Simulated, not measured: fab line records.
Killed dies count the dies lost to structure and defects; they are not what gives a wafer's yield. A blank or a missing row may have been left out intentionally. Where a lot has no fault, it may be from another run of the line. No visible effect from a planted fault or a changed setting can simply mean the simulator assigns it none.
Matching of chambers + flow n5_finfet + N5_DUMMY_GATE_ALD_02 on ald_sin-04: 4 sister chambers
The step deposits SiO2, target thk 2 nm, pulse time 1 s. 18 wafers are shown with their chamber, then 9 later ones without.

## EACH WAFER AND ITS CHAMBER
| wafer  | chamber | heater_power_w (W) | precursor_pulse_height_rel |
|--------|---------|--------------------|----------------------------|
| L078.2 | 1       | 602                | 0.936                      |
| L078.3 | 0       | 484                | 0.986                      |
| L078.5 | 2       | 375                | 0.981                      |
| L079.1 | 1       | 599                | 0.996                      |
| L079.4 | 2       | 377                | 0.971                      |
| L079.6 | 0       | 494                | 1.012                      |
| L080.2 | 3       | 505                | 1.004                      |
| L080.3 | 0       | 492                | 0.973                      |
| L080.6 | 0       | 492                | 1.013                      |
| L083.1 | 2       | 383                | 1.027                      |
| L083.3 | 1       | 618                | 1.016                      |
| L083.6 | 1       | 594                | 1.034                      |
| L085.4 | 1       | 625                | 0.996                      |
| L085.5 | 0       | 482                | 0.992                      |
| L085.6 | 3       | 501                | 0.975                      |
| L087.2 | 0       | 491                | 0.976                      |
| L087.5 | 1       | 615                | 0.999                      |
| L087.6 | 2       | 386                | 0.978                      |

SIGNATURES (means of the wafers above)
| reading                    | chamber 0 | chamber 1 | chamber 2 | chamber 3 | scatter within a chamber |
|----------------------------|-----------|-----------|-----------|-----------|--------------------------|
| heater_power_w             | 489.17    | 608.83    | 380.25    | 503.00    | 8.26                     |
| precursor_pulse_height_rel | 0.99200   | 0.99617   | 0.98925   | 0.98950   | 0.0258                   |
Rule: distance of a wafer from a chamber = root of the sum over the readings of ((wafer's reading minus chamber's mean) / reading's scatter) squared. The wafer belongs to the nearest chamber; if the next one is less than 2 further off, it can't be placed. The scatter: take each reading less its chamber's mean, square it, sum over the shown wafers, divide by the number of wafers less the number of chambers, and take the root.

## WAFERS WITHOUT THEIR CHAMBER
| wafer  | heater_power_w (W) | precursor_pulse_height_rel |
|--------|--------------------|----------------------------|
| L094.1 | 385                | 0.992                      |
| L094.5 | 494                | 0.978                      |
| L094.6 | 495                | 0.995                      |
| L095.2 | 489                | 1.001                      |
| L095.3 | 619                | 1.001                      |
| L095.5 | 382                | 0.987                      |
| L096.1 | 620                | 0.975                      |
| L096.2 | 378                | 0.989                      |
| L096.5 | 500                | 1.007                      |

## WHICH CHAMBER EACH ONE RAN IN
| wafer  | from the rows above     | in truth |
|--------|-------------------------|----------|
| L094.1 | 2                       | 2        |
| L094.5 | can't be placed: 0 or 3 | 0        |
| L094.6 | can't be placed: 0 or 3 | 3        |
| L095.2 | can't be placed: 0 or 3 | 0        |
| L095.3 | 1                       | 1        |
| L095.5 | 2                       | 2        |
| L096.1 | 1                       | 1        |
| L096.2 | 2                       | 2        |
| L096.5 | can't be placed: 3 or 0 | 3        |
Correctly placed: 5 of 9. These rows do not allow placing 4 (true chamber among the candidates in 4). 0 placed wrongly.
